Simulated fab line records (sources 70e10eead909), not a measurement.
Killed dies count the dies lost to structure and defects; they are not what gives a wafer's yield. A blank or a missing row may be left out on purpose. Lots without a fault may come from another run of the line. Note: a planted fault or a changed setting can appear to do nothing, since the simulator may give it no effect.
Matching of chambers    flow nandHarc    NHARC_P_M0_DEP_00 on pecvd-01: 3 sister chambers
The step deposits SiOC, target thk 150 nm. 14 wafers are shown with their chamber, then 7 later ones without.

## EACH WAFER AND ITS CHAMBER
wafer   chamber  showerheadVppV (V)
L464.2  2        1502
L464.5  2        1511
L464.6  0        1580
L465.1  1        1570
L465.3  0        1591
L465.5  2        1514
L470.1  2        1512
L470.2  0        1584
L470.3  0        1574
L471.3  0        1580
L471.5  2        1509
L471.6  0        1585
L472.1  0        1564
L472.2  2        1486

SIGNATURES (means of the wafers above)
reading         chamber 0  chamber 1  chamber 2  scatter within a chamber
showerheadVppV  1579.71    1570.00    1505.67    9.55
Rule: for a wafer and a chamber, the distance is found by dividing, reading by reading, the gap between the wafer's reading and the chamber's mean by the reading's scatter, squaring, summing and taking the root. If the next closest chamber is less than 2 further off than the closest, the wafer can't be placed; otherwise it belongs to the closest. The scatter: the root of (the sum of the squares of (reading less its chamber's mean) over the shown wafers, divided by (wafers less chambers)).

## WAFERS MISSING THEIR CHAMBER
wafer   showerheadVppV (V)
L472.6  1508
L475.1  1553
L475.3  1537
L475.5  1528
L476.3  1498
L476.4  1519
L476.6  1570

## EACH ONE'S CHAMBER
wafer   from the rows above           in truth
L472.6  2                             2
L475.1  can't be placed: 1 or 0       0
L475.3  can't be placed: 2 or 1 or 0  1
L475.5  2                             2
L476.3  2                             2
L476.4  2                             2
L476.6  can't be placed: 1 or 0       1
Correctly placed: 4 of 7. Cannot be placed on the basis of these rows: 3; the candidates contain the true chamber in 3. Placed wrongly: 0.
